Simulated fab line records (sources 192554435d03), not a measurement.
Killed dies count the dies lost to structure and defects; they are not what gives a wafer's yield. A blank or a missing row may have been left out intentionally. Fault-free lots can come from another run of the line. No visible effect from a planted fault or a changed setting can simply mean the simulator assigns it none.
fab line records | flow n5_finfet
record lots=13 | wafers=38 | last_day=17
route steps=1938 shown BEOL_M10@1520
lots that met no fault: from a run of the same line without faults
start_h: the number of hours between the record's first day and the start of the first shown wafer of the lot | wait_h: hours since the lot's step before | " as in the row above | L1.1+2: several wafers, shown together as one row | - no value present, or no start provided | * or withheld: withheld | < > ~ a bound
route shown NAME@n: a module of which the file shows steps, and the number in the route of the first | usual: mean/standard deviation taken from wafers without a fault | same: alike in all rows | chamber/n: place in a boat | sites: per-site readings | _std_site: standard deviation across them | _edge_site: the outer-site mean with the inner-site mean subtracted | radius_mm: for every site, how far away it sits from the centre of the wafer | mask NAME#n: copy n | behind: the last tool/chamber to shape the wafer | hold: reason for holding the lot/hours on hold/outcome of the hold | device: the n, p or np transistor that did not switch | end of line: at the end of the route, the tests of the same wafers | step lacking rows: just its recipe | killed: not the wafer's yield, but the dies lost to structure and defects at the first sort | map: the dies of a wafer, with x for killed, . for not killed, _ for no die there
set.NAME: setting as actually run; set.NAME@STEP: the setting as run at that earlier step | model.NAME: the simulator's own value behind a step, which no gauge read
a sample of lots followed through the steps of the route, with each step as a table and each wafer as a row
services: the hour from which a tool's chamber was out of use, counted from the record's first day as start_h (under 0 if before that day), plus the number of hours and why
## steps
# step N5_BEOL_M10_CD_MEAS_35
# recipe target_cd_nm=70 | polarity=opening
# usual cd_nm=70.1/0.46
lot.wafer | tool      | chamber | start_h | wait_h | cd_nm
L581.3    | cd_sem-01 | -       | 207.67  | 0.0    | 70.9
L581.4    | "         | -       | "       | "      | 71.1
L581.5    | "         | -       | "       | "      | 70.4
L582.2    | cd_sem-03 | -       | 225.80  | 0.0    | 70.5
L582.3    | "         | -       | "       | "      | 69.7
L582.5    | "         | -       | "       | "      | 70.2
L583.2    | cd_sem-03 | -       | 227.51  | 0.0    | 70.3
L583.4    | "         | -       | "       | "      | 70.0
L583.6    | "         | -       | "       | "      | 70.2
L584.2    | cd_sem-01 | -       | 228.12  | 0.0    | 69.3
L584.4    | "         | -       | "       | "      | 70.9
L584.5    | "         | -       | "       | "      | 69.9
L585.3    | cd_sem-02 | -       | 229.08  | 0.0    | 69.9
L585.4    | "         | -       | "       | "      | 69.6
L585.5    | "         | -       | "       | "      | 69.6
L586.1    | cd_sem-02 | -       | 242.62  | 0.0    | 69.9
L586.2    | "         | -       | "       | "      | 70.6
L586.6    | "         | -       | "       | "      | 70.1
L589.1    | cd_sem-01 | -       | 253.67  | 0.0    | 70.0
L589.3    | "         | -       | "       | "      | 70.0
L589.6    | "         | -       | "       | "      | 70.8
L587.1    | cd_sem-03 | -       | 253.86  | 0.0    | 69.8
L587.2    | "         | -       | "       | "      | 70.1
L587.5    | "         | -       | "       | "      | 70.2
L588.2    | cd_sem-01 | -       | 260.75  | 0.0    | 70.3
L588.3    | "         | -       | "       | "      | 70.0
L588.4    | "         | -       | "       | "      | 70.4
L592.1    | cd_sem-03 | -       | 277.60  | 0.0    | 70.0
L592.4    | "         | -       | "       | "      | 70.6
L592.5    | "         | -       | "       | "      | 69.6
L591.2    | cd_sem-02 | -       | 280.31  | 0.0    | 70.2
L591.3    | "         | -       | "       | "      | 70.3
L591.6    | "         | -       | "       | "      | 70.2
L595.2    | cd_sem-02 | -       | 305.29  | 0.0    | 71.3
L595.4    | "         | -       | "       | "      | 70.9
L604.2    | cd_sem-02 | -       | 363.04  | 0.0    | 70.2
L604.3    | "         | -       | "       | "      | 70.2
L604.5    | "         | -       | "       | "      | 69.7
# step N5_BEOL_M10_CVD_75
# recipe material=Co | target_thk_a=20 | temp_c=withheld | precursor=CCTBA/H2 | pressure_torr=30 | time_s=138.9
# usual run_length_s=161.8/0.42
lot.wafer | tool      | chamber | start_h | wait_h | run_length_s
L581.3    | cvd_co-01 | 1       | 208.81  | 0.0    | 161.3
L581.4    | "         | 1       | "       | "      | 161.1
L581.5    | "         | 2       | "       | "      | 162.4
L582.2    | cvd_co-02 | 0       | 227.10  | 0.1    | 162.0
L582.3    | "         | 1       | "       | "      | 162.3
L582.5    | "         | 1       | "       | "      | 162.6
L583.2    | cvd_co-02 | 1       | 229.12  | 0.1    | 162.2
L583.4    | "         | 0       | "       | "      | 162.0
L583.6    | "         | 2       | "       | "      | 161.4
L584.2    | cvd_co-02 | 1       | 229.56  | 0.0    | 161.9
L584.4    | "         | 2       | "       | "      | 161.5
L584.5    | "         | 1       | "       | "      | 162.1
L585.3    | cvd_co-02 | 2       | 230.33  | 0.1    | 161.4
L585.4    | "         | 1       | "       | "      | 162.3
L585.5    | "         | 0       | "       | "      | 162.6
L586.1    | cvd_co-02 | 2       | 244.74  | 0.0    | 161.3
L586.2    | "         | 1       | "       | "      | 161.7
L586.6    | "         | 2       | "       | "      | 161.3
L589.1    | cvd_co-02 | 0       | 255.16  | 0.3    | 162.0
L589.3    | "         | 0       | "       | "      | 162.0
L589.6    | "         | 0       | "       | "      | 162.1
L587.1    | cvd_co-01 | 0       | 255.20  | 0.3    | 162.0
L587.2    | "         | 2       | "       | "      | 161.7
L587.5    | "         | 2       | "       | "      | 161.8
L588.2    | cvd_co-02 | 0       | 262.05  | 0.3    | 162.0
L588.3    | "         | 0       | "       | "      | 162.0
L588.4    | "         | 1       | "       | "      | 161.7
L592.1    | cvd_co-02 | 0       | 280.06  | 0.1    | 162.4
L592.4    | "         | 0       | "       | "      | 162.2
L592.5    | "         | 2       | "       | "      | 161.9
L591.2    | cvd_co-01 | 1       | 281.17  | 0.0    | 160.9
L591.3    | "         | 0       | "       | "      | 161.6
L591.6    | "         | 0       | "       | "      | 161.8
L595.2    | cvd_co-01 | 1       | 306.35  | 0.0    | 158.8
L595.4    | "         | 1       | "       | "      | 158.6
L604.2    | cvd_co-02 | 2       | 364.54  | 0.1    | 161.5
L604.3    | "         | 1       | "       | "      | 162.2
L604.5    | "         | 0       | "       | "      | 161.9
# step N5_BEOL_M10_SPUTTER_48
# recipe material=Cu | target_thk_a=120 | temp_c=-20 | bias_v=60 | power_w=26000 | chamber_pressure_pa=0.13 | time_s=2
# usual throttle_valve_pct=29.5/1.5
lot.wafer | tool           | chamber | start_h | wait_h | throttle_valve_pct
L581.3    | pvd_sputter-01 | -       | 208.96  | 0.1    | 30.4
L581.4    | "              | -       | "       | "      | 29.5
L581.5    | "              | -       | "       | "      | 30.5
L582.2    | pvd_sputter-03 | -       | 227.22  | 0.1    | 31.1
L582.3    | "              | -       | "       | "      | 30.7
L582.5    | "              | -       | "       | "      | 29.2
L583.2    | pvd_sputter-02 | -       | 229.32  | 0.2    | 29.4
L583.4    | "              | -       | "       | "      | 29.4
L583.6    | "              | -       | "       | "      | 29.7
L584.2    | pvd_sputter-02 | -       | 229.70  | 0.1    | 30.7
L584.4    | "              | -       | "       | "      | 31.0
L584.5    | "              | -       | "       | "      | 29.5
L585.3    | pvd_sputter-02 | -       | 230.48  | 0.1    | 30.6
L585.4    | "              | -       | "       | "      | 30.6
L585.5    | "              | -       | "       | "      | 30.9
L586.1    | pvd_sputter-01 | -       | 244.94  | 0.2    | 30.1
L586.2    | "              | -       | "       | "      | 28.0
L586.6    | "              | -       | "       | "      | 26.5
L587.1    | pvd_sputter-01 | -       | 255.58  | 0.3    | 26.6
L587.2    | "              | -       | "       | "      | 30.3
L587.5    | "              | -       | "       | "      | 29.4
L589.1    | pvd_sputter-01 | -       | 255.66  | 0.5    | 29.8
L589.3    | "              | -       | "       | "      | 30.5
L589.6    | "              | -       | "       | "      | 26.8
L588.2    | pvd_sputter-02 | -       | 262.22  | 0.1    | 29.3
L588.3    | "              | -       | "       | "      | 30.6
L588.4    | "              | -       | "       | "      | 29.4
L592.1    | pvd_sputter-01 | -       | 280.31  | 0.2    | 29.7
L592.4    | "              | -       | "       | "      | 30.6
L592.5    | "              | -       | "       | "      | 30.5
L591.2    | pvd_sputter-02 | -       | 281.29  | 0.1    | 30.5
L591.3    | "              | -       | "       | "      | 30.7
L591.6    | "              | -       | "       | "      | 29.6
L595.2    | pvd_sputter-03 | -       | 306.53  | 0.1    | 30.9
L595.4    | "              | -       | "       | "      | 31.0
L604.2    | pvd_sputter-03 | -       | 364.66  | 0.1    | 31.4
L604.3    | "              | -       | "       | "      | 30.4
L604.5    | "              | -       | "       | "      | 30.6
# step N5_BEOL_M10_ANNEAL_51
# recipe temp_c=225 | time_s=90 | ambient=N2
# usual wafer_temp_C_max=225.75/0.29
lot.wafer | tool          | chamber | start_h | wait_h | wafer_temp_C_max
L581.3    | rtp_anneal-01 | 0       | 209.49  | 0.4    | 225.77
L581.4    | "             | 0       | "       | "      | 225.59
L581.5    | "             | 0       | "       | "      | 225.66
L582.2    | rtp_anneal-01 | 0       | 227.84  | 0.5    | 225.47
L582.3    | "             | 0       | "       | "      | 225.63
L582.5    | "             | 0       | "       | "      | 225.86
L583.2    | rtp_anneal-01 | 0       | 229.69  | 0.2    | 225.34
L583.4    | "             | 0       | "       | "      | 225.40
L583.6    | "             | 0       | "       | "      | 225.69
L584.2    | rtp_anneal-02 | 0       | 229.97  | 0.1    | 226.32
L584.4    | "             | 0       | "       | "      | 226.10
L584.5    | "             | 0       | "       | "      | 226.28
L585.3    | rtp_anneal-01 | 0       | 231.00  | 0.3    | 225.92
L585.4    | "             | 0       | "       | "      | 225.43
L585.5    | "             | 0       | "       | "      | 225.44
L586.1    | rtp_anneal-02 | 0       | 245.16  | 0.1    | 225.81
L586.2    | "             | 0       | "       | "      | 225.65
L586.6    | "             | 0       | "       | "      | 225.74
L587.1    | rtp_anneal-01 | 0       | 255.84  | 0.1    | 225.34
L587.2    | "             | 0       | "       | "      | 225.33
L587.5    | "             | 0       | "       | "      | 225.33
L589.1    | rtp_anneal-02 | 0       | 255.93  | 0.1    | 226.16
L589.3    | "             | 0       | "       | "      | 225.47
L589.6    | "             | 0       | "       | "      | 225.52
L588.2    | rtp_anneal-02 | 0       | 263.62  | 1.1    | 225.84
L588.3    | "             | 0       | "       | "      | 226.00
L588.4    | "             | 0       | "       | "      | 225.82
L592.1    | rtp_anneal-01 | 0       | 280.65  | 0.2    | 225.63
L592.4    | "             | 0       | "       | "      | 225.90
L592.5    | "             | 0       | "       | "      | 226.11
L591.2    | rtp_anneal-02 | 0       | 282.30  | 0.9    | 226.17
L591.3    | "             | 0       | "       | "      | 225.70
L591.6    | "             | 0       | "       | "      | 225.68
L595.2    | rtp_anneal-01 | 0       | 307.24  | 0.5    | 225.72
L595.4    | "             | 0       | "       | "      | 225.65
L604.2    | rtp_anneal-02 | 0       | 364.96  | 0.1    | 225.91
L604.3    | "             | 0       | "       | "      | 225.84
L604.5    | "             | 0       | "       | "      | 226.19
## services
tool           | chamber | start_h | hours | kind
cvd_co-02      | -       | 192.72  | 6.9   | pm
cvd_co-01      | -       | 234.99  | 6.0   | pm
cvd_co-02      | 2       | 248.60  | 21.1  | repair
cvd_co-01      | -       | 249.98  | 0.8   | repair
cvd_co-02      | -       | 271.48  | 0.3   | repair
cvd_co-01      | -       | 285.36  | 0.6   | repair
cvd_co-02      | 1       | 303.50  | 13.0  | repair
cvd_co-02      | 1       | 333.33  | -     | clean
cvd_co-02      | 1       | 333.33  | 22.0  | scheduled_down
cvd_co-02      | 1       | 333.33  | 22.0  | vent_cycle
pvd_sputter-03 | -       | 335.59  | 1.7   | repair
## key
first_sign step=N5_BEOL_M10_CVD_75 | reading=run_length_s | direction=down | sigmas=7.3 | usual=* | struck=*
effect none on later readings
met_at N5_BEOL_M10_CVD_75
struck_lots L595
struck_wafers L595.2,L595.4
not_acting_at N5_BEOL_M10_CD_MEAS_35,N5_BEOL_M10_SPUTTER_48,N5_BEOL_M10_ANNEAL_51
onset_between 281.17 306.35
fault kind=process_parameter_drift | tool=cvd_co-01 | chamber=- | onset_h=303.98 | steps=N5_BEOL_M10_CVD_75 | channel=time_s | offset=* | shape=step | end_h=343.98 | scope=struck_wafers_only | acts_in=* | stated=*
